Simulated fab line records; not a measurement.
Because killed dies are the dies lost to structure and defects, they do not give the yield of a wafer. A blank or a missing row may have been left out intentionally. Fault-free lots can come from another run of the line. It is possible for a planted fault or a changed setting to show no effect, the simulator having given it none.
Comparing a struck lot with a sound one :: flow n5-finfet :: 40 out of 1938 route steps
Sound: wafers L301.1, L301.4, L301.5. Wafers L311.1, L311.4, L311.5 were the ones struck. Last of all comes the cause.
Order at every step that has rows: each side's tool, ch and its chambers, its first start. Under that, the readings that differ: sound wafers :: struck wafers :: difference of the means :: sigmas: that difference in standard deviations of wafers without a fault.
alike: readings with means less than 2 such deviations apart, plus words and numbers identical on both sides. not compared: withheld readings, readings lacking a value on some wafer, bounds such as >300 that could conceal the same value, and numbers that have no deviation in the record and whose values overlap.
A row with sigmas, a row that says differs or no value, or rows on one side alone: a step with any of these is where the two part. When numbers do not overlap yet have no deviation, they are printed without sigmas and do not part them. A reading missing from all wafers of one side parts the sides only when that side holds two or more wafers.

first, 12 steps without rows for these wafers: N5_HKMG_FIN_ETCH_54 (etches SiARC in CF4, target depth 45.5 nm, time 75.8 s); N5_HKMG_FIN_ETCH_55 (etches SOC in N2/H2, target depth 240 nm, time 300 s); N5_HKMG_FIN_STRIP_56 (strips in N2/H2); N5_HKMG_FIN_STRIP_57 (strips in CF4); N5_HKMG_FIN_ETCH_58 (etches SOC in N2/H2, target depth 215.8 nm, time 741 s); N5_HKMG_FIN_STRIP_93 (strips SOC in N2/H2, time 20 s); N5_HKMG_FIN_WET_ETCH_76 (etches Al2O3 in dNH4OH, stops on La2O3, target depth 2.25 nm, rinse time 30 s); N5_HKMG_FIN_STRIP_60 (strips in N2/H2, time 360 s); N5_HKMG_FIN_WET_ETCH_77 (etches La2O3 in dHCl, stops on HfO2, target depth 2 nm); N5_HKMG_FIN_WET_ETCH_78 (etches Al2O3 in dNH4OH, stops on La2O3, target depth 4.5 nm, rinse time 30 s); N5_HKMG_FIN_ALD_79 (deposits TiN, target thk 1.5 nm, pulse time 1 s, purge time 3 s); N5_HKMG_FIN_CVD_62 (deposits a-Si from Si2H6, target thk 3 nm, time 20.8 s).
N5_HKMG_FIN_RTA_80: time 2 s.
  sound on rtp-anneal-02 ch 0, day 6 04:52; struck on rtp-anneal-02 ch 0, day 8 18:50
then, 25 steps without rows for these wafers: N5_HKMG_FIN_PRECLEAN_64 (cleans in dHF, time 30 s); N5_HKMG_FIN_WET_ETCH_65 (etches a-Si in TMAH, stops on TiN, time 49 s, target depth 3 nm); N5_HKMG_FIN_WET_ETCH_81 (etches TiN in SC1, stops on HfO2, time 57 s, target depth 6 nm); N5_HKMG_FIN_WET_ETCH_82 (etches La2O3 in dHCl, stops on HfO2, target depth 2 nm, rinse time 30 s); N5_HKMG_FIN_ALD_36 (deposits TiN, target thk 1 nm, pulse time 1 s, purge time 3 s); N5_HKMG_FIN_PWFM_ALD_03 (deposits TiN, target thk 2 nm, pulse time 1 s, purge time 3 s); N5_HKMG_FIN_COAT_29 (time 60 s, resist thk 300 nm); N5_HKMG_FIN_COAT_30 (time 60 s, resist thk 35 nm); N5_HKMG_FIN_COAT_06 (resist thk 90 nm); N5_HKMG_FIN_EBR_08; N5_HKMG_FIN_SOFTBAKE_07 (time 60 s); N5_HKMG_FIN_EXPOSE_09 (exposes mask NWFM); N5_HKMG_FIN_PEB_10 (peb time 60 s); N5_HKMG_FIN_DEVELOP_11 (develop time 30 s); N5_HKMG_FIN_DESCUM_17 (chemistry O2, time 7.9 s); N5_HKMG_FIN_ETCH_31 (etches SiARC in CF4, target depth 45.5 nm, time 75.8 s); N5_HKMG_FIN_ETCH_32 (etches SOC in N2/H2, target depth 240 nm, time 300 s); N5_HKMG_FIN_STRIP_33 (strips in N2/H2); N5_HKMG_FIN_STRIP_34 (strips in CF4); N5_HKMG_FIN_ETCH_35 (etches SOC in N2/H2, target depth 215.8 nm, time 243.4 s); N5_HKMG_FIN_STRIP_92 (strips SOC in N2/H2, time 20 s); N5_HKMG_FIN_WET_ETCH_18 (etches TiN in SC1, time 55 s, target depth 5.2 nm, rinse time 30 s); N5_HKMG_FIN_STRIP_19 (strips in N2/H2, time 360 s); N5_HKMG_FIN_ALD_91 (deposits TiN, target thk 1 nm, pulse time 1 s, purge time 3 s); N5_HKMG_FIN_COAT_85 (time 60 s, resist thk 300 nm).
-- here the record skips 8 days between the struck wafers' starts before and after, leaving off in module HKMG_FIN and picking up in module BEOL_M4 (first step shown: number 1111 of the route) --
N5_BEOL_M4_RC_MEAS_101:
  sound on prober-01 ch 0, day 14 01:27; struck on prober-01 ch 0, day 17 04:20
reading: DIBL_N (mV/V)
sound: 33.5 31.5 32.1
struck: 38.5 35.9 38.8
difference: +5.4
sigmas: +2

reading: IOFF_P_LIN (nA/um)
sound: 0.088 0.078 0.079
struck: 0.048 0.041 0.047
difference: -0.036
sigmas: -2

reading: IOFF_P_LONG (nA/um)
sound: 0.000114 0.000113 0.000111
struck: 5.9e-05 7.2e-05 7.1e-05
difference: -4.5e-05
sigmas: -5

reading: ION_N (uA/um)
sound: 649 663 642
struck: 693 669 695
difference: +34
sigmas: +2

reading: ION_P (uA/um)
sound: 449 462 447
struck: 431 421 432
difference: -25
sigmas: -3

reading: REXT_N (ohm.um)
sound: 75.6 75.7 75.3
struck: 70.5 69.8 70.8
difference: -5.2
sigmas: -3

reading: VT_N (mV)
sound: 255 255 258
struck: 244 251 246
difference: -9
sigmas: -2

reading: VT_N_LVT (mV)
sound: 105 104 105
struck: 70 73 69
difference: -34
sigmas: -9

reading: VT_P (mV)
sound: -251 -253 -252
struck: -271 -275 -270
difference: -20
sigmas: -6

reading: VT_P_LONG (mV)
sound: -276 -273 -274
struck: -298 -302 -299
difference: -25
sigmas: -8
  alike: DIBL_P, IOFF_N, IOFF_P, SS_N, SS_P
-- a jump in the record: the struck wafers' starts before and after are 4 days apart (it breaks off in module BEOL_M4 and resumes in module PASSIVATION, where the first step shown is number 1936 of the route) --
N5_PASSIVATION_PROBE_49:
  the record has rows for the struck wafers here (prober-02, day 21 14:50) and none for the sound ones

== WHERE THEY PART ==
At N5_BEOL_M4_RC_MEAS_101 first; at N5_PASSIVATION_PROBE_49 last (within this record only).

WHY: what the simulator had put in
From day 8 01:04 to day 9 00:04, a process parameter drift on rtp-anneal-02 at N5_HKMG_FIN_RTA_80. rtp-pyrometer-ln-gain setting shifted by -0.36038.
